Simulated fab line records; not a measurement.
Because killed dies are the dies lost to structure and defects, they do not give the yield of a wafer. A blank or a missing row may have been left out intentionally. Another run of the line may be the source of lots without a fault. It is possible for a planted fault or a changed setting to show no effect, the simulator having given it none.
Which tool is to blame? / flow nand-harc / 24 lots, 72 wafers sampled, at 6 steps of a route of 1302

## WHAT THE GAUGES SHOWED, per wafer
NHARC_P_BONDPAD_THK_MEAS_20: measures by xrf. Usual: thk-nm 160.6 nm, standard deviation 1.4.
lot=L075; measured=day 7 09:28; on=film-metro-01; thk-nm (nm)=162.5 161.5 161.2; flag=
lot=L076; measured=day 7 21:38; on=film-metro-02; thk-nm (nm)=158.6 158.5 161.9; flag=
lot=L077; measured=day 8 02:22; on=film-metro-01; thk-nm (nm)=157.4 162.0 159.5; flag=
lot=L074; measured=day 8 04:53; on=film-metro-01; thk-nm (nm)=159.6 160.7 161.6; flag=
lot=L078; measured=day 8 09:26; on=film-metro-02; thk-nm (nm)=161.5 160.2 163.4; flag=
lot=L079; measured=day 8 17:13; on=film-metro-01; thk-nm (nm)=161.4 160.9 161.0; flag=
lot=L080; measured=day 9 05:35; on=film-metro-01; thk-nm (nm)=161.0 159.6 162.4; flag=
lot=L081; measured=day 9 15:11; on=film-metro-01; thk-nm (nm)=161.2 158.9 161.6; flag=
lot=L082; measured=day 10 05:06; on=film-metro-02; thk-nm (nm)=158.7 162.5 159.6; flag=
lot=L083; measured=day 10 09:53; on=film-metro-01; thk-nm (nm)=161.6 160.7 159.0; flag=
lot=L085; measured=day 11 06:36; on=film-metro-01; thk-nm (nm)=164.0 162.4 159.9; flag=
lot=L084; measured=day 11 09:26; on=film-metro-01; thk-nm (nm)=160.0 161.5 160.2; flag=
lot=L086; measured=day 11 17:10; on=film-metro-01; thk-nm (nm)=160.0 159.3 160.1; flag=
lot=L087; measured=day 12 23:13; on=film-metro-01; thk-nm (nm)=161.7 162.5 161.1; flag=
lot=L088; measured=day 13 00:25; on=film-metro-02; thk-nm (nm)=161.3 160.4 159.9; flag=
lot=L089; measured=day 13 13:16; on=film-metro-01; thk-nm (nm)=160.3 159.7 159.0; flag=
lot=L090; measured=day 13 14:30; on=film-metro-01; thk-nm (nm)=162.2 160.4 158.1; flag=
lot=L091; measured=day 13 20:58; on=film-metro-02; thk-nm (nm)=161.1 159.0 161.6; flag=
lot=L093; measured=day 14 08:56; on=film-metro-01; thk-nm (nm)=161.8 160.4 160.6; flag=
lot=L092; measured=day 14 11:41; on=film-metro-02; thk-nm (nm)=161.2 160.9 159.7; flag=
lot=L094; measured=day 14 22:28; on=film-metro-02; thk-nm (nm)=162.7 158.1 163.1; flag=
lot=L095; measured=day 15 14:17; on=film-metro-01; thk-nm (nm)=161.6 161.8 158.2; flag=
lot=L096; measured=day 15 19:14; on=film-metro-02; thk-nm (nm)=159.0 161.7 160.5; flag=
lot=L097; measured=day 16 05:34; on=film-metro-01; thk-nm (nm)=159.4 159.5 159.3; flag=

NHARC_A_START_INSPECT_01. Usual: raw-defect-count 3.5, standard deviation 1.9.
lot=L075; measured=day 7 10:08; on=defect-inspect-02; raw-defect-count=4 2 1; flag=
lot=L076; measured=day 7 22:18; on=defect-inspect-01; raw-defect-count=7 2 4; flag=
lot=L077; measured=day 8 03:04; on=defect-inspect-02; raw-defect-count=8 4 6; flag=
lot=L074; measured=day 8 05:35; on=defect-inspect-02; raw-defect-count=0 4 3; flag=
lot=L078; measured=day 8 10:07; on=defect-inspect-01; raw-defect-count=4 4 2; flag=
lot=L079; measured=day 8 17:55; on=defect-inspect-01; raw-defect-count=7 2 2; flag=
lot=L080; measured=day 9 06:16; on=defect-inspect-02; raw-defect-count=4 3 4; flag=
lot=L081; measured=day 9 15:53; on=defect-inspect-01; raw-defect-count=1 6 4; flag=
lot=L082; measured=day 10 05:46; on=defect-inspect-01; raw-defect-count=3 3 3; flag=
lot=L083; measured=day 10 10:33; on=defect-inspect-01; raw-defect-count=3 3 7; flag=
lot=L085; measured=day 11 07:17; on=defect-inspect-01; raw-defect-count=3 4 3; flag=
lot=L084; measured=day 11 10:08; on=defect-inspect-02; raw-defect-count=5 3 3; flag=
lot=L086; measured=day 11 17:52; on=defect-inspect-02; raw-defect-count=2 5 5; flag=
lot=L087; measured=day 12 23:53; on=defect-inspect-02; raw-defect-count=9 1 5; flag=
lot=L088; measured=day 13 01:08; on=defect-inspect-02; raw-defect-count=1 5 7; flag=
lot=L089; measured=day 13 13:58; on=defect-inspect-01; raw-defect-count=7 1 6; flag=
lot=L090; measured=day 13 15:11; on=defect-inspect-02; raw-defect-count=3 5 5; flag=
lot=L091; measured=day 13 21:39; on=defect-inspect-01; raw-defect-count=0 8 9; flag=
lot=L093; measured=day 14 09:36; on=defect-inspect-01; raw-defect-count=2 4 2; flag=
lot=L092; measured=day 14 12:21; on=defect-inspect-01; raw-defect-count=4 2 2; flag=
lot=L094; measured=day 14 23:10; on=defect-inspect-02; raw-defect-count=2 4 4; flag=
lot=L095; measured=day 15 14:59; on=defect-inspect-02; raw-defect-count=4 3 7; flag=
lot=L096; measured=day 15 19:55; on=defect-inspect-02; raw-defect-count=2 2 4; flag=
lot=L097; measured=day 16 06:17; on=defect-inspect-02; raw-defect-count=2 3 7; flag=

NHARC_A_SOURCE_PLATE_THK_MEAS_06: measures by ellipsometry. Usual: thk-nm 200.4 nm, standard deviation 1.9.
lot=L075; measured=day 8 08:34; on=film-metro-02; thk-nm (nm)=200.3 203.6 204.9; flag=
lot=L076; measured=day 8 23:18; on=film-metro-02; thk-nm (nm)=200.9 202.5 200.8; flag=
lot=L077; measured=day 8 23:18; on=film-metro-01; thk-nm (nm)=201.2 200.8 201.4; flag=
lot=L074; measured=day 8 23:19; on=film-metro-01; thk-nm (nm)=201.3 199.9 198.3; flag=
lot=L078; measured=day 9 08:07; on=film-metro-02; thk-nm (nm)=203.6 204.2 199.1; flag=
lot=L079; measured=day 9 18:01; on=film-metro-02; thk-nm (nm)=200.1 202.3 200.6; flag=
lot=L080; measured=day 10 04:32; on=film-metro-01; thk-nm (nm)=198.1 197.0 201.4; flag=
lot=L081; measured=day 10 16:05; on=film-metro-01; thk-nm (nm)=200.8 203.1 200.8; flag=
lot=L082; measured=day 11 06:34; on=film-metro-02; thk-nm (nm)=199.8 197.8 198.9; flag=
lot=L083; measured=day 11 06:34; on=film-metro-01; thk-nm (nm)=199.3 197.4 198.2; flag=
lot=L085; measured=day 12 06:30; on=film-metro-02; thk-nm (nm)=199.6 200.6 200.4; flag=
lot=L084; measured=day 12 06:30; on=film-metro-01; thk-nm (nm)=201.6 200.8 200.7; flag=
lot=L086; measured=day 12 15:58; on=film-metro-01; thk-nm (nm)=198.7 200.8 199.5; flag=
lot=L087; measured=day 13 23:41; on=film-metro-01; thk-nm (nm)=197.6 199.9 200.4; flag=
lot=L088; measured=day 13 23:41; on=film-metro-01; thk-nm (nm)=197.7 200.1 200.5; flag=
lot=L089; measured=day 14 12:30; on=film-metro-01; thk-nm (nm)=196.8 197.7 198.4; flag=
lot=L090; measured=day 14 12:31; on=film-metro-02; thk-nm (nm)=199.1 200.1 201.4; flag=
lot=L091; measured=day 15 02:01; on=film-metro-01; thk-nm (nm)=202.2 200.8 200.3; flag=
lot=L093; measured=day 15 07:14; on=film-metro-02; thk-nm (nm)=202.1 200.9 201.8; flag=
lot=L092; measured=day 15 11:52; on=film-metro-02; thk-nm (nm)=204.0 203.0 200.5; flag=
lot=L094; measured=day 15 21:04; on=film-metro-01; thk-nm (nm)=200.9 200.9 200.6; flag=
lot=L095; measured=day 16 13:13; on=film-metro-02; thk-nm (nm)=204.1 203.0 202.6; flag=
lot=L096; measured=day 16 20:31; on=film-metro-01; thk-nm (nm)=201.4 199.9 199.1; flag=
lot=L097; measured=day 17 05:24; on=film-metro-02; thk-nm (nm)=198.4 200.6 197.1; flag=

NHARC_A_CHANNEL_HOLE_D1_OVL_MEAS_11. Usual: overlay-x-nm 0.0 nm, standard deviation 0.86; overlay-y-nm 0.4 nm, standard deviation 0.71.
lot=L075; measured=day 9 02:02; on=overlay-01; overlay-x-nm (nm)=-1.5 -1.7 -1.4; overlay-y-nm (nm)=0.5 0.5 0.4; flag=
lot=L076; measured=day 9 17:39; on=overlay-02; overlay-x-nm (nm)=0.2 0.5 0.4; overlay-y-nm (nm)=1.9 1.6 1.5; flag=
lot=L077; measured=day 9 17:29; on=overlay-01; overlay-x-nm (nm)=0.3 0.1 -0.2; overlay-y-nm (nm)=1.6 1.6 1.9; flag=
lot=L074; measured=day 9 17:14; on=overlay-02; overlay-x-nm (nm)=-0.2 -0.7 0.1; overlay-y-nm (nm)=-1.0 -1.5 -0.7; flag=
lot=L078; measured=day 10 04:27; on=overlay-02; overlay-x-nm (nm)=-1.8 -1.1 -1.5; overlay-y-nm (nm)=1.0 1.1 0.8; flag=
lot=L079; measured=day 10 11:13; on=overlay-02; overlay-x-nm (nm)=-0.9 0.2 -0.8; overlay-y-nm (nm)=0.1 0.5 0.3; flag=
lot=L080; measured=day 10 20:52; on=overlay-01; overlay-x-nm (nm)=-0.9 -0.9 -0.7; overlay-y-nm (nm)=-0.1 0.2 0.0; flag=
lot=L081; measured=day 11 16:58; on=overlay-01; overlay-x-nm (nm)=0.0 -0.1 -0.1; overlay-y-nm (nm)=0.0 -0.1 -0.2; flag=
lot=L082; measured=day 12 01:07; on=overlay-02; overlay-x-nm (nm)=1.5 1.4 1.5; overlay-y-nm (nm)=0.5 0.4 0.4; flag=
lot=L083; measured=day 12 00:38; on=overlay-02; overlay-x-nm (nm)=0.3 0.7 0.6; overlay-y-nm (nm)=-0.8 -0.1 -0.7; flag=
lot=L085; measured=day 13 01:34; on=overlay-01; overlay-x-nm (nm)=-0.2 -0.1 0.3; overlay-y-nm (nm)=1.0 0.5 1.4; flag=
lot=L084; measured=day 13 02:42; on=overlay-02; overlay-x-nm (nm)=1.2 1.2 1.8; overlay-y-nm (nm)=-1.2 -1.1 -0.4; flag=
lot=L086; measured=day 13 10:02; on=overlay-02; overlay-x-nm (nm)=-0.5 0.9 0.1; overlay-y-nm (nm)=-0.1 0.0 0.3; flag=
lot=L087; measured=day 14 16:16; on=overlay-02; overlay-x-nm (nm)=1.2 1.1 1.1; overlay-y-nm (nm)=1.2 0.9 1.2; flag=
lot=L088; measured=day 14 16:07; on=overlay-01; overlay-x-nm (nm)=-0.8 -1.6 -1.6; overlay-y-nm (nm)=-0.1 -0.4 -0.7; flag=
lot=L089; measured=day 15 04:52; on=overlay-01; overlay-x-nm (nm)=0.7 0.5 -0.1; overlay-y-nm (nm)=0.7 0.9 0.8; flag=
lot=L090; measured=day 15 04:40; on=overlay-02; overlay-x-nm (nm)=0.8 1.1 0.7; overlay-y-nm (nm)=-0.1 0.3 0.1; flag=
lot=L091; measured=day 15 21:39; on=overlay-01; overlay-x-nm (nm)=0.9 1.5 0.6; overlay-y-nm (nm)=0.3 1.0 0.8; flag=
lot=L093; measured=day 16 03:22; on=overlay-02; overlay-x-nm (nm)=0.3 -0.1 -0.1; overlay-y-nm (nm)=0.5 0.7 1.1; flag=
lot=L092; measured=day 16 05:30; on=overlay-02; overlay-x-nm (nm)=-0.1 0.4 0.3; overlay-y-nm (nm)=0.4 0.3 0.1; flag=
lot=L094; measured=day 16 17:45; on=overlay-01; overlay-x-nm (nm)=-0.4 -0.1 0.0; overlay-y-nm (nm)=1.0 0.8 0.1; flag=
lot=L095; measured=day 17 05:35; on=overlay-01; overlay-x-nm (nm)=-0.8 -0.4 -1.2; overlay-y-nm (nm)=-0.2 0.2 -0.5; flag=
lot=L096; measured=day 17 16:05; on=overlay-01; overlay-x-nm (nm)=0.3 0.7 -0.2; overlay-y-nm (nm)=1.0 0.6 0.7; flag=
lot=L097; measured=day 18 00:06; on=overlay-02; overlay-x-nm (nm)=0.7 1.1 1.1; overlay-y-nm (nm)=-0.2 0.2 -0.3; flag=

## WHICH TOOL RAN EACH LOT (tool, then ch and the chambers of the sampled wafers, then the start)
lot=L075; NHARC_P_BONDPAD_STRIP_15=rie-diel-07 ch 0,1,3, day 7 07:32; NHARC_A_CHANNEL_HOLE_D1_DEP_00=acl-dep-03 ch 0, day 8 23:39
lot=L076; NHARC_P_BONDPAD_STRIP_15=rie-diel-07 ch 0,1,3, day 7 19:41; NHARC_A_CHANNEL_HOLE_D1_DEP_00=acl-dep-03 ch 0, day 9 15:12
lot=L077; NHARC_P_BONDPAD_STRIP_15=rie-diel-10 ch 0,1, day 8 00:26; NHARC_A_CHANNEL_HOLE_D1_DEP_00=acl-dep-02 ch 0, day 9 14:44
lot=L074; NHARC_P_BONDPAD_STRIP_15=rie-diel-07 ch 1,2, day 8 02:55; NHARC_A_CHANNEL_HOLE_D1_DEP_00=acl-dep-01 ch 0, day 9 15:26
lot=L078; NHARC_P_BONDPAD_STRIP_15=rie-diel-10 ch 0,2, day 8 07:29; NHARC_A_CHANNEL_HOLE_D1_DEP_00=acl-dep-02 ch 0, day 10 01:34
lot=L079; NHARC_P_BONDPAD_STRIP_15=rie-diel-13 ch 0,3, day 8 15:17; NHARC_A_CHANNEL_HOLE_D1_DEP_00=acl-dep-02 ch 0, day 10 08:36
lot=L080; NHARC_P_BONDPAD_STRIP_15=rie-diel-13 ch 0,1,3, day 9 03:40; NHARC_A_CHANNEL_HOLE_D1_DEP_00=acl-dep-02 ch 0, day 10 19:05
lot=L081; NHARC_P_BONDPAD_STRIP_15=rie-diel-10 ch 0,2,3, day 9 13:16; NHARC_A_CHANNEL_HOLE_D1_DEP_00=acl-dep-01 ch 0, day 11 14:52
lot=L082; NHARC_P_BONDPAD_STRIP_15=rie-diel-13 ch 2,3, day 10 03:09; NHARC_A_CHANNEL_HOLE_D1_DEP_00=acl-dep-03 ch 0, day 11 22:41
lot=L083; NHARC_P_BONDPAD_STRIP_15=rie-diel-13 ch 2,3, day 10 07:57; NHARC_A_CHANNEL_HOLE_D1_DEP_00=acl-dep-02 ch 0, day 11 22:16
lot=L085; NHARC_P_BONDPAD_STRIP_15=rie-diel-07 ch 0,1, day 11 04:39; NHARC_A_CHANNEL_HOLE_D1_DEP_00=acl-dep-01 ch 0, day 12 23:28
lot=L084; NHARC_P_BONDPAD_STRIP_15=rie-diel-07 ch 0,2, day 11 07:27; NHARC_A_CHANNEL_HOLE_D1_DEP_00=acl-dep-02 ch 0, day 13 00:07
lot=L086; NHARC_P_BONDPAD_STRIP_15=rie-diel-07 ch 0,1,2, day 11 15:13; NHARC_A_CHANNEL_HOLE_D1_DEP_00=acl-dep-03 ch 0, day 13 07:25
lot=L087; NHARC_P_BONDPAD_STRIP_15=rie-diel-07 ch 0,1,2, day 12 21:14; NHARC_A_CHANNEL_HOLE_D1_DEP_00=acl-dep-02 ch 0, day 14 13:46
lot=L088; NHARC_P_BONDPAD_STRIP_15=rie-diel-10 ch 0,1,2, day 12 22:23; NHARC_A_CHANNEL_HOLE_D1_DEP_00=acl-dep-03 ch 0, day 14 13:23
lot=L089; NHARC_P_BONDPAD_STRIP_15=rie-diel-10 ch 1,2,3, day 13 11:17; NHARC_A_CHANNEL_HOLE_D1_DEP_00=acl-dep-02 ch 0, day 15 02:26
lot=L090; NHARC_P_BONDPAD_STRIP_15=rie-diel-10 ch 0,1,3, day 13 12:32; NHARC_A_CHANNEL_HOLE_D1_DEP_00=acl-dep-03 ch 0, day 15 02:03
lot=L091; NHARC_P_BONDPAD_STRIP_15=rie-diel-10 ch 1,2,3, day 13 18:57; NHARC_A_CHANNEL_HOLE_D1_DEP_00=acl-dep-03 ch 0, day 15 19:31
lot=L093; NHARC_P_BONDPAD_STRIP_15=rie-diel-13 ch 2,3, day 14 06:59; NHARC_A_CHANNEL_HOLE_D1_DEP_00=acl-dep-02 ch 0, day 16 00:46
lot=L092; NHARC_P_BONDPAD_STRIP_15=rie-diel-10 ch 1,2, day 14 09:43; NHARC_A_CHANNEL_HOLE_D1_DEP_00=acl-dep-03 ch 0, day 16 03:12
lot=L094; NHARC_P_BONDPAD_STRIP_15=rie-diel-13 ch 0,1, day 14 20:30; NHARC_A_CHANNEL_HOLE_D1_DEP_00=acl-dep-02 ch 0, day 16 15:38
lot=L095; NHARC_P_BONDPAD_STRIP_15=rie-diel-10 ch 1,2, day 15 12:20; NHARC_A_CHANNEL_HOLE_D1_DEP_00=acl-dep-02 ch 0, day 17 03:49
lot=L096; NHARC_P_BONDPAD_STRIP_15=rie-diel-13 ch 0,1,2, day 15 17:15; NHARC_A_CHANNEL_HOLE_D1_DEP_00=acl-dep-03 ch 0, day 17 13:58
lot=L097; NHARC_P_BONDPAD_STRIP_15=rie-diel-10 ch 1,2,3, day 16 03:38; NHARC_A_CHANNEL_HOLE_D1_DEP_00=acl-dep-03 ch 0, day 17 21:26
- NHARC_P_BONDPAD_STRIP_15: strips in O2.
- NHARC_A_CHANNEL_HOLE_D1_DEP_00: deposits aC, target thk 3100 nm.

## WHAT THE TOOLS THEMSELVES READ (means of the sampled wafers that have a number; where no wafer has one, the mark that the record gives instead)
NHARC_P_BONDPAD_STRIP_15. Usual: chamber-pressure-mTorr 60.00 mTorr, standard deviation 0.052; drypump-motor-current-A 6.0 A, standard deviation 0.59; oes-product-au 1.003 a.u., standard deviation 0.011; rf-vpp-V 58.0 V, standard deviation 0.88; showerhead-plenum-p-Torr 3.59 Torr, standard deviation 0.091; throttle-valve-pct 17.035 %, standard deviation 0.01.
lot=L075; tool=rie-diel-07; chamber-pressure-mTorr (mTorr)=60.01; drypump-motor-current-A (A)=5.6; oes-product-au (a.u.)=1.003; rf-vpp-V (V)=57.6; showerhead-plenum-p-Torr (Torr)=3.56; throttle-valve-pct (%)=17.039; flag=
lot=L076; tool=rie-diel-07; chamber-pressure-mTorr (mTorr)=59.98; drypump-motor-current-A (A)=5.6; oes-product-au (a.u.)=1.009; rf-vpp-V (V)=58.5; showerhead-plenum-p-Torr (Torr)=3.56; throttle-valve-pct (%)=17.030; flag=
lot=L077; tool=rie-diel-10; chamber-pressure-mTorr (mTorr)=60.00; drypump-motor-current-A (A)=6.3; oes-product-au (a.u.)=0.998; rf-vpp-V (V)=58.6; showerhead-plenum-p-Torr (Torr)=3.63; throttle-valve-pct (%)=17.034; flag=
lot=L074; tool=rie-diel-07; chamber-pressure-mTorr (mTorr)=59.95; drypump-motor-current-A (A)=6.3; oes-product-au (a.u.)=1.008; rf-vpp-V (V)=57.3; showerhead-plenum-p-Torr (Torr)=3.54; throttle-valve-pct (%)=17.042; flag=
lot=L078; tool=rie-diel-10; chamber-pressure-mTorr (mTorr)=60.03; drypump-motor-current-A (A)=6.3; oes-product-au (a.u.)=0.992; rf-vpp-V (V)=59.0; showerhead-plenum-p-Torr (Torr)=3.62; throttle-valve-pct (%)=17.032; flag=
lot=L079; tool=rie-diel-13; chamber-pressure-mTorr (mTorr)=60.05; drypump-motor-current-A (A)=6.2; oes-product-au (a.u.)=0.996; rf-vpp-V (V)=58.1; showerhead-plenum-p-Torr (Torr)=3.60; throttle-valve-pct (%)=17.034; flag=
lot=L080; tool=rie-diel-13; chamber-pressure-mTorr (mTorr)=60.05; drypump-motor-current-A (A)=6.1; oes-product-au (a.u.)=1.007; rf-vpp-V (V)=57.9; showerhead-plenum-p-Torr (Torr)=3.61; throttle-valve-pct (%)=17.038; flag=
lot=L081; tool=rie-diel-10; chamber-pressure-mTorr (mTorr)=59.96; drypump-motor-current-A (A)=6.0; oes-product-au (a.u.)=0.988; rf-vpp-V (V)=58.5; showerhead-plenum-p-Torr (Torr)=3.58; throttle-valve-pct (%)=17.039; flag=
lot=L082; tool=rie-diel-13; chamber-pressure-mTorr (mTorr)=60.03; drypump-motor-current-A (A)=5.7; oes-product-au (a.u.)=0.999; rf-vpp-V (V)=57.9; showerhead-plenum-p-Torr (Torr)=3.63; throttle-valve-pct (%)=17.035; flag=
lot=L083; tool=rie-diel-13; chamber-pressure-mTorr (mTorr)=59.98; drypump-motor-current-A (A)=5.9; oes-product-au (a.u.)=1.002; rf-vpp-V (V)=58.5; showerhead-plenum-p-Torr (Torr)=3.62; throttle-valve-pct (%)=17.035; flag=
lot=L085; tool=rie-diel-07; chamber-pressure-mTorr (mTorr)=60.01; drypump-motor-current-A (A)=6.0; oes-product-au (a.u.)=1.014; rf-vpp-V (V)=57.6; showerhead-plenum-p-Torr (Torr)=3.50; throttle-valve-pct (%)=17.038; flag=
lot=L084; tool=rie-diel-07; chamber-pressure-mTorr (mTorr)=60.02; drypump-motor-current-A (A)=5.7; oes-product-au (a.u.)=1.013; rf-vpp-V (V)=56.8; showerhead-plenum-p-Torr (Torr)=3.53; throttle-valve-pct (%)=17.028; flag=
lot=L086; tool=rie-diel-07; chamber-pressure-mTorr (mTorr)=60.00; drypump-motor-current-A (A)=5.9; oes-product-au (a.u.)=1.018; rf-vpp-V (V)=57.9; showerhead-plenum-p-Torr (Torr)=3.52; throttle-valve-pct (%)=17.036; flag=
lot=L087; tool=rie-diel-07; chamber-pressure-mTorr (mTorr)=60.07; drypump-motor-current-A (A)=5.8; oes-product-au (a.u.)=1.015; rf-vpp-V (V)=58.6; showerhead-plenum-p-Torr (Torr)=3.52; throttle-valve-pct (%)=17.040; flag=
lot=L088; tool=rie-diel-10; chamber-pressure-mTorr (mTorr)=60.02; drypump-motor-current-A (A)=6.4; oes-product-au (a.u.)=1.005; rf-vpp-V (V)=58.1; showerhead-plenum-p-Torr (Torr)=3.66; throttle-valve-pct (%)=17.031; flag=
lot=L089; tool=rie-diel-10; chamber-pressure-mTorr (mTorr)=60.00; drypump-motor-current-A (A)=6.1; oes-product-au (a.u.)=1.000; rf-vpp-V (V)=58.6; showerhead-plenum-p-Torr (Torr)=3.62; throttle-valve-pct (%)=17.036; flag=
lot=L090; tool=rie-diel-10; chamber-pressure-mTorr (mTorr)=59.98; drypump-motor-current-A (A)=5.9; oes-product-au (a.u.)=0.994; rf-vpp-V (V)=57.5; showerhead-plenum-p-Torr (Torr)=3.55; throttle-valve-pct (%)=17.030; flag=
lot=L091; tool=rie-diel-10; chamber-pressure-mTorr (mTorr)=59.97; drypump-motor-current-A (A)=6.1; oes-product-au (a.u.)=1.008; rf-vpp-V (V)=57.8; showerhead-plenum-p-Torr (Torr)=3.62; throttle-valve-pct (%)=17.023; flag=
lot=L093; tool=rie-diel-13; chamber-pressure-mTorr (mTorr)=60.03; drypump-motor-current-A (A)=5.9; oes-product-au (a.u.)=1.008; rf-vpp-V (V)=58.1; showerhead-plenum-p-Torr (Torr)=3.62; throttle-valve-pct (%)=17.034; flag=
lot=L092; tool=rie-diel-10; chamber-pressure-mTorr (mTorr)=60.01; drypump-motor-current-A (A)=6.6; oes-product-au (a.u.)=1.009; rf-vpp-V (V)=58.6; showerhead-plenum-p-Torr (Torr)=3.70; throttle-valve-pct (%)=17.028; flag=
lot=L094; tool=rie-diel-13; chamber-pressure-mTorr (mTorr)=60.02; drypump-motor-current-A (A)=6.2; oes-product-au (a.u.)=0.994; rf-vpp-V (V)=57.6; showerhead-plenum-p-Torr (Torr)=3.58; throttle-valve-pct (%)=17.045; flag=
lot=L095; tool=rie-diel-10; chamber-pressure-mTorr (mTorr)=59.99; drypump-motor-current-A (A)=6.6; oes-product-au (a.u.)=1.003; rf-vpp-V (V)=57.9; showerhead-plenum-p-Torr (Torr)=3.70; throttle-valve-pct (%)=17.039; flag=
lot=L096; tool=rie-diel-13; chamber-pressure-mTorr (mTorr)=60.01; drypump-motor-current-A (A)=5.8; oes-product-au (a.u.)=0.999; rf-vpp-V (V)=57.6; showerhead-plenum-p-Torr (Torr)=3.60; throttle-valve-pct (%)=17.028; flag=
lot=L097; tool=rie-diel-10; chamber-pressure-mTorr (mTorr)=60.04; drypump-motor-current-A (A)=6.1; oes-product-au (a.u.)=1.008; rf-vpp-V (V)=58.1; showerhead-plenum-p-Torr (Torr)=3.62; throttle-valve-pct (%)=17.039; flag=

NHARC_A_CHANNEL_HOLE_D1_DEP_00. Usual: throttle-valve-pct 34.999 %, standard deviation 0.0098.
lot=L075; tool=acl-dep-03; throttle-valve-pct (%)=34.997; flag=
lot=L076; tool=acl-dep-03; throttle-valve-pct (%)=34.998; flag=
lot=L077; tool=acl-dep-02; throttle-valve-pct (%)=35.010; flag=
lot=L074; tool=acl-dep-01; throttle-valve-pct (%)=35.002; flag=
lot=L078; tool=acl-dep-02; throttle-valve-pct (%)=34.989; flag=
lot=L079; tool=acl-dep-02; throttle-valve-pct (%)=35.001; flag=
lot=L080; tool=acl-dep-02; throttle-valve-pct (%)=34.998; flag=
lot=L081; tool=acl-dep-01; throttle-valve-pct (%)=34.991; flag=
lot=L082; tool=acl-dep-03; throttle-valve-pct (%)=35.003; flag=
lot=L083; tool=acl-dep-02; throttle-valve-pct (%)=35.002; flag=
lot=L085; tool=acl-dep-01; throttle-valve-pct (%)=34.996; flag=
lot=L084; tool=acl-dep-02; throttle-valve-pct (%)=35.003; flag=
lot=L086; tool=acl-dep-03; throttle-valve-pct (%)=35.001; flag=
lot=L087; tool=acl-dep-02; throttle-valve-pct (%)=35.001; flag=
lot=L088; tool=acl-dep-03; throttle-valve-pct (%)=35.004; flag=
lot=L089; tool=acl-dep-02; throttle-valve-pct (%)=35.004; flag=
lot=L090; tool=acl-dep-03; throttle-valve-pct (%)=35.002; flag=
lot=L091; tool=acl-dep-03; throttle-valve-pct (%)=34.996; flag=
lot=L093; tool=acl-dep-02; throttle-valve-pct (%)=34.996; flag=
lot=L092; tool=acl-dep-03; throttle-valve-pct (%)=35.002; flag=
lot=L094; tool=acl-dep-02; throttle-valve-pct (%)=34.998; flag=
lot=L095; tool=acl-dep-02; throttle-valve-pct (%)=34.986; flag=
lot=L096; tool=acl-dep-03; throttle-valve-pct (%)=35.002; flag=
lot=L097; tool=acl-dep-03; throttle-valve-pct (%)=34.998; flag=

## THE ANSWER, worked out from the rows above alone
Rule: lot off if the mean of its wafers having a number is beyond 3 standard deviations from the usual mean. A lot without any number at a reading at which 4 lots or more have one is off too. Where the step has rows for the other lots, those lots are counted as sound. First the gauges in route order, then the tools' own readings, where a lot's mean is used as printed above. At the first step where some lot is off, the reading lying furthest off is the one used; lots without a number count as furthest.
Nothing can be told from this: no lot is off at any reading shown.

## WHAT THE SIMULATOR HAD PUT IN
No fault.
